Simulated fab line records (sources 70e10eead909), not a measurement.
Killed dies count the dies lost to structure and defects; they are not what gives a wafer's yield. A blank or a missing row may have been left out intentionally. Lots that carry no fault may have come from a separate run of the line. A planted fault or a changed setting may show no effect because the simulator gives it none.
Which tool was responsible?    flow nand-harc    Sampling: 24 lots, 72 wafers, 6 of 1159 route steps

WHAT EACH GAUGE READ, for each wafer
NHARC_P_CONTACT_CD_MEAS_19. Usual: 89.5 nm for cd-nm, sd 1.
lot   measured      on         cd-nm (nm)      flag
L075  day 5 23:53   cd-sem-01  90.7 90.5 90.5  
L074  day 6 00:30   cd-sem-01  90.2 90.1 90.4  
L076  day 6 06:28   cd-sem-01  90.2 88.2 89.7  
L077  day 6 06:59   cd-sem-01  89.7 88.9 89.9  
L078  day 6 13:15   cd-sem-01  90.8 91.0 90.9  
L079  day 6 13:48   cd-sem-02  91.1 88.5 89.8  
L080  day 7 04:29   cd-sem-02  88.9 90.2 89.5  
L081  day 7 08:13   cd-sem-01  89.4 88.7 87.8  
L082  day 7 09:10   cd-sem-03  90.2 91.4 90.3  
L083  day 7 22:54   cd-sem-03  88.7 88.4 88.4  
L084  day 7 23:32   cd-sem-01  89.7 89.9 88.9  
L088  day 8 20:31   cd-sem-03  91.0 90.1 89.5  
L085  day 8 20:47   cd-sem-03  90.0 86.3 88.6  
L087  day 8 21:43   cd-sem-03  90.5 88.5 89.5  
L086  day 9 02:58   cd-sem-03  88.2 90.8 89.5  
L089  day 9 11:26   cd-sem-03  90.5 90.1 90.0  
L090  day 9 18:52   cd-sem-01  89.5 87.5 89.6  
L091  day 10 03:45  cd-sem-01  90.0 89.8 88.8  
L093  day 10 04:20  cd-sem-01  88.3 87.8 88.8  
L092  day 10 05:22  cd-sem-01  89.6 89.9 90.2  
L094  day 10 14:54  cd-sem-01  89.8 90.9 88.1  
L095  day 10 21:38  cd-sem-01  89.6 89.5 89.9  
L096  day 10 22:11  cd-sem-03  88.7 89.6 88.2  
L097  day 11 04:23  cd-sem-02  87.7 87.5 87.9  

NHARC_P_M0_THK_MEAS_24: measures by xrf. Usual: 117.6 nm for thk-nm, sd 1.4.
lot   measured      on             thk-nm (nm)        flag
L075  day 6 09:44   film-metro-01  116.8 117.2 120.2  
L074  day 6 14:13   film-metro-01  117.7 113.5 118.8  
L076  day 6 14:44   film-metro-01  116.9 117.0 114.8  
L077  day 6 15:48   film-metro-01  115.4 115.1 115.4  
L078  day 6 20:40   film-metro-01  117.6 115.1 118.3  
L079  day 6 21:08   film-metro-01  120.2 116.2 118.1  
L080  day 7 10:08   film-metro-01  119.1 116.5 117.7  
L081  day 7 17:13   film-metro-02  119.0 115.0 117.2  
L082  day 7 19:06   film-metro-02  118.9 117.6 117.8  
L083  day 8 12:56   film-metro-01  119.4 117.6 119.6  
L084  day 8 13:27   film-metro-02  117.2 119.7 119.2  
L088  day 9 05:55   film-metro-01  117.5 115.5 117.4  
L085  day 9 06:33   film-metro-01  120.1 118.0 117.8  
L087  day 9 06:52   film-metro-02  118.1 117.9 117.9  
L086  day 9 08:45   film-metro-02  118.5 117.0 116.0  
L089  day 9 17:35   film-metro-02  119.1 119.5 117.3  
L090  day 10 08:57  film-metro-01  118.6 119.8 119.0  
L091  day 10 19:15  film-metro-01  117.2 119.8 117.8  
L093  day 10 20:12  film-metro-01  117.3 117.8 118.6  
L092  day 10 20:26  film-metro-01  120.8 117.7 118.5  
L094  day 10 20:46  film-metro-02  119.1 120.0 116.8  
L095  day 11 03:19  film-metro-02  117.4 117.4 118.5  
L096  day 11 04:04  film-metro-01  118.2 117.8 117.1  
L097  day 11 10:32  film-metro-02  114.2 116.1 114.8  

WHAT TOOL EACH LOT RAN ON (gives the tool, then ch and the chambers of the sampled wafers, and finally the start)
lot   NHARC_P_GATE_STRIP_113                NHARC_P_CONTACT_DEP_00                      NHARC_P_M0_ETCH_34                  NHARC_P_M0_PVD_20
L075  plasma-asher-02 ch 0,1, day 5 18:29   pecvd-01 ch 0,1,2, day 5 23:53 or earlier   rie-diel-06 ch 1,2, day 6 07:29     pvd-sputter-02, day 6 09:44 or earlier
L074  plasma-asher-01 ch 0,1, day 5 19:03   pecvd-04 ch 1,2, day 5 22:04                rie-diel-10 ch 0,1,2, day 6 11:52   pvd-sputter-02, day 6 14:13 or earlier
L076  plasma-asher-01 ch 0, day 6 01:02     pecvd-01 ch 0,1,2, day 6 06:28 or earlier   rie-diel-10 ch 1,2,3, day 6 12:30   pvd-sputter-01, day 6 14:44 or earlier
L077  plasma-asher-02 ch 0,1, day 6 01:31   pecvd-03 ch 0,2, day 6 06:59 or earlier     rie-diel-10 ch 0,1,2, day 6 13:34   pvd-sputter-03, day 6 15:48 or earlier
L078  plasma-asher-02 ch 0,1, day 6 08:13   pecvd-04 ch 0,1, day 6 13:15 or earlier     rie-diel-08 ch 0,1,3, day 6 17:52   pvd-sputter-02, day 6 20:40 or earlier
L079  plasma-asher-01 ch 0, day 6 08:41     pecvd-03 ch 0,2, day 6 13:48 or earlier     rie-diel-08 ch 0,1,3, day 6 18:33   pvd-sputter-01, day 6 21:08 or earlier
L080  plasma-asher-02 ch 0,1, day 6 23:28   pecvd-04 ch 0,2, day 7 04:29 or earlier     rie-diel-06 ch 0,1,2, day 7 07:54   pvd-sputter-02, day 7 10:08 or earlier
L081  plasma-asher-02 ch 1, day 7 03:07     pecvd-03 ch 1,2, day 7 08:13 or earlier     rie-diel-10 ch 1,2, day 7 14:58     pvd-sputter-01, day 7 17:13 or earlier
L082  plasma-asher-01 ch 1, day 7 04:01     pecvd-04 ch 0,1,2, day 7 09:10 or earlier   rie-diel-10 ch 2,3, day 7 16:50     pvd-sputter-02, day 7 19:06 or earlier
L083  plasma-asher-02 ch 0,1, day 7 17:29   pecvd-03 ch 0,1, day 7 22:54 or earlier     rie-diel-08 ch 0,2,3, day 8 10:41   pvd-sputter-03, day 8 12:56 or earlier
L084  plasma-asher-01 ch 0,1, day 7 18:13   pecvd-03 ch 0,1,2, day 7 23:32 or earlier   rie-diel-08 ch 0,1,3, day 8 11:13   pvd-sputter-01, day 8 13:27 or earlier
L088  plasma-asher-02 ch 0,1, day 8 14:58   pecvd-01 ch 0,1,2, day 8 20:31 or earlier   rie-diel-10 ch 0,1,3, day 9 03:38   pvd-sputter-02, day 9 05:55 or earlier
L085  plasma-asher-01 ch 1, day 8 15:35     pecvd-04 ch 1,2, day 8 20:47 or earlier     rie-diel-10 ch 0,2,3, day 9 04:12   pvd-sputter-03, day 9 06:33 or earlier
L087  plasma-asher-01 ch 0,1, day 8 16:29   pecvd-01 ch 0,2, day 8 21:43 or earlier     rie-diel-08 ch 1,2,3, day 9 04:28   pvd-sputter-02, day 9 06:52 or earlier
L086  plasma-asher-01 ch 0,1, day 8 21:23   pecvd-04 ch 0,2, day 9 02:58 or earlier     rie-diel-08 ch 0,2,3, day 9 06:31   pvd-sputter-03, day 9 08:45 or earlier
L089  plasma-asher-02 ch 0,1, day 9 05:57   pecvd-03 ch 1,2, day 9 08:57                rie-diel-06 ch 0,1, day 9 15:19     pvd-sputter-01, day 9 17:35 or earlier
L090  plasma-asher-01 ch 0,1, day 9 12:32   pecvd-04 ch 0,2, day 9 16:29                rie-diel-08 ch 0,1,2, day 10 06:43  pvd-sputter-03, day 10 08:57 or earlier
L091  plasma-asher-01 ch 0,1, day 9 22:43   pecvd-01 ch 0,1,2, day 10 03:45 or earlier  rie-diel-06 ch 0,1, day 10 16:56    pvd-sputter-03, day 10 19:15 or earlier
L093  plasma-asher-02 ch 0, day 9 23:02     pecvd-03 ch 0,1, day 10 04:20 or earlier    rie-diel-08 ch 2,3, day 10 17:35    pvd-sputter-02, day 10 20:12 or earlier
L092  plasma-asher-02 ch 0,1, day 10 00:11  pecvd-01 ch 0,1,2, day 10 05:22 or earlier  rie-diel-06 ch 1,2, day 10 18:08    pvd-sputter-01, day 10 20:26 or earlier
L094  plasma-asher-02 ch 0,1, day 10 09:40  pecvd-03 ch 0,1,2, day 10 14:54 or earlier  rie-diel-08 ch 1,2,3, day 10 18:31  pvd-sputter-03, day 10 20:46 or earlier
L095  plasma-asher-02 ch 0,1, day 10 16:23  pecvd-01 ch 0,1,2, day 10 21:38 or earlier  rie-diel-06 ch 0,1,2, day 11 01:02  pvd-sputter-01, day 11 03:19 or earlier
L096  plasma-asher-01 ch 0,1, day 10 16:43  pecvd-04 ch 0,1,2, day 10 22:11 or earlier  rie-diel-10 ch 0,2,3, day 11 01:46  pvd-sputter-01, day 11 04:04 or earlier
L097  plasma-asher-02 ch 1, day 10 22:42    pecvd-01 ch 0,1, day 11 04:23 or earlier    rie-diel-08 ch 0,3, day 11 08:16    pvd-sputter-03, day 11 10:32 or earlier
- NHARC_P_GATE_STRIP_113: strips in N2/H2, time 740 s.
- NHARC_P_CONTACT_DEP_00: deposits SiO2, target thk 500 nm.
- NHARC_P_M0_ETCH_34: etches the open film in N2/H2, target depth 40 nm, overetch 12 nm, time 43.94 s.
- NHARC_P_M0_PVD_20: deposits TaN, target thk 5 nm, time 8.06 s.

WHAT THE TOOLS THEMSELVES READ (means of the sampled wafers that have a number; where no wafer has one, the mark that the record gives instead)
NHARC_P_GATE_STRIP_113. Usual: drypump-motor-current-A 5.8 A, standard deviation 0.49; heater-power-w 93 W, standard deviation 12.
lot   tool             drypump-motor-current-A (A)  heater-power-w (W)  flag
L075  plasma-asher-02  6.2                          87                  
L074  plasma-asher-01  5.4                          97                  
L076  plasma-asher-01  5.6                          88                  
L077  plasma-asher-02  6.1                          85                  
L078  plasma-asher-02  6.2                          85                  
L079  plasma-asher-01  5.6                          87                  
L080  plasma-asher-02  6.1                          84                  
L081  plasma-asher-02  6.2                          89                  
L082  plasma-asher-01  5.0                          115                 
L083  plasma-asher-02  6.2                          86                  
L084  plasma-asher-01  5.5                          98                  
L088  plasma-asher-02  6.1                          85                  
L085  plasma-asher-01  5.0                          113                 
L087  plasma-asher-01  5.4                          96                  
L086  plasma-asher-01  5.2                          107                 
L089  plasma-asher-02  6.2                          88                  
L090  plasma-asher-01  5.2                          104                 
L091  plasma-asher-01  5.5                          97                  
L093  plasma-asher-02  6.1                          84                  
L092  plasma-asher-02  6.1                          86                  
L094  plasma-asher-02  6.1                          86                  
L095  plasma-asher-02  6.2                          87                  
L096  plasma-asher-01  5.2                          106                 
L097  plasma-asher-02  6.2                          90                  

NHARC_P_CONTACT_DEP_00. Usual: heater-power-w 523 W, standard deviation 93; throttle-valve-pct 16.3 %, standard deviation 0.42.
lot   tool      heater-power-w (W)  throttle-valve-pct (%)  flag
L075  pecvd-01  486                 16.1                    
L074  pecvd-04  615                 16.6                    
L076  pecvd-01  527                 16.3                    
L077  pecvd-03  581                 16.4                    
L078  pecvd-04  529                 16.6                    
L079  pecvd-03  572                 16.1                    
L080  pecvd-04  463                 16.6                    
L081  pecvd-03  496                 16.0                    
L082  pecvd-04  570                 16.6                    
L083  pecvd-03  468                 16.3                    
L084  pecvd-03  513                 16.2                    
L088  pecvd-01  451                 16.3                    
L085  pecvd-04  616                 16.6                    
L087  pecvd-01  461                 16.2                    
L086  pecvd-04  554                 16.8                    
L089  pecvd-03  458                 16.1                    
L090  pecvd-04  673                 15.7                    
L091  pecvd-01  534                 16.3                    
L093  pecvd-03  464                 16.6                    
L092  pecvd-01  489                 16.2                    
L094  pecvd-03  478                 16.4                    
L095  pecvd-01  504                 16.4                    
L096  pecvd-04  573                 15.9                    
L097  pecvd-01  529                 16.1                    

NHARC_P_M0_ETCH_34. Usual: drypump-motor-current-A 5.8 A, standard deviation 0.61; oes-product-au 1.000 a.u., standard deviation 0.0075; rf-vpp-V 430.4 V, standard deviation 2.1; showerhead-plenum-p-Torr 2.03 Torr, standard deviation 0.066; throttle-valve-pct 14.171 %, standard deviation 0.0077.
lot   tool         drypump-motor-current-A (A)  oes-product-au (a.u.)  rf-vpp-V (V)  showerhead-plenum-p-Torr (Torr)  throttle-valve-pct (%)  flag
L075  rie-diel-06  5.1                          1.009                  430.1         2.04                             14.172                  
L074  rie-diel-10  5.3                          0.990                  430.6         2.04                             14.167                  
L076  rie-diel-10  5.7                          1.005                  429.5         2.02                             14.174                  
L077  rie-diel-10  5.3                          0.997                  430.7         2.04                             14.160                  
L078  rie-diel-08  5.5                          1.004                  432.1         2.06                             14.171                  
L079  rie-diel-08  5.5                          0.995                  431.4         2.06                             14.170                  
L080  rie-diel-06  5.7                          1.003                  430.1         2.05                             14.171                  
L081  rie-diel-10  5.1                          0.990                  430.9         2.04                             14.168                  
L082  rie-diel-10  5.7                          0.993                  428.9         2.00                             14.171                  
L083  rie-diel-08  5.7                          0.997                  430.1         2.00                             14.172                  
L084  rie-diel-08  5.5                          1.002                  431.7         2.06                             14.172                  
L088  rie-diel-10  5.9                          1.006                  430.9         2.02                             14.177                  
L085  rie-diel-10  5.8                          0.998                  429.9         2.00                             14.176                  
L087  rie-diel-08  5.7                          1.006                  432.0         2.07                             14.185                  
L086  rie-diel-08  5.7                          0.998                  429.5         2.00                             14.171                  
L089  rie-diel-06  5.8                          1.004                  433.1         2.10                             14.169                  
L090  rie-diel-08  5.9                          0.994                  431.9         2.06                             14.173                  
L091  rie-diel-06  5.8                          0.997                  431.9         2.10                             14.170                  
L093  rie-diel-08  5.9                          0.997                  429.6         2.01                             14.170                  
L092  rie-diel-06  5.4                          1.006                  429.0         2.00                             14.184                  
L094  rie-diel-08  5.8                          0.995                  430.9         2.07                             14.163                  
L095  rie-diel-06  5.6                          1.006                  431.2         2.05                             14.172                  
L096  rie-diel-10  5.8                          0.995                  429.4         2.00                             14.176                  
L097  rie-diel-08  5.3                          1.001                  429.9         2.00                             14.175                  

NHARC_P_M0_PVD_20. Usual: 30.0 % for throttle-valve-pct, sd 1.2.
lot   tool            throttle-valve-pct (%)  flag
L075  pvd-sputter-02  29.4                    
L074  pvd-sputter-02  29.5                    
L076  pvd-sputter-01  31.0                    
L077  pvd-sputter-03  29.9                    
L078  pvd-sputter-02  29.4                    
L079  pvd-sputter-01  30.5                    
L080  pvd-sputter-02  29.3                    
L081  pvd-sputter-01  31.0                    
L082  pvd-sputter-02  29.4                    
L083  pvd-sputter-03  29.9                    
L084  pvd-sputter-01  30.6                    
L088  pvd-sputter-02  29.2                    
L085  pvd-sputter-03  29.8                    
L087  pvd-sputter-02  29.4                    
L086  pvd-sputter-03  29.8                    
L089  pvd-sputter-01  31.6                    
L090  pvd-sputter-03  29.9                    
L091  pvd-sputter-03  28.4                    
L093  pvd-sputter-02  29.6                    
L092  pvd-sputter-01  31.6                    
L094  pvd-sputter-03  28.9                    
L095  pvd-sputter-01  30.7                    
L096  pvd-sputter-01  30.5                    
L097  pvd-sputter-03  29.9                    

THE ANSWER, worked out from the rows above alone
Rule: take the mean of a lot's wafers that have a number; if it is more than 3 standard deviations from the usual mean, the lot is off. A lot without any number at a reading at which 4 lots or more have one is off too. Where the step has rows for the other lots, those lots are counted as sound. Order of review: gauges by route order, followed by the tools' own readings, for which a lot's mean as printed above is used. At the first step where some lot is off, the reading lying furthest off is the one used; lots without a number count as furthest.
Across all readings shown, no lot is off: no conclusion can be drawn from this.

WHAT WAS PUT IN BY THE SIMULATOR
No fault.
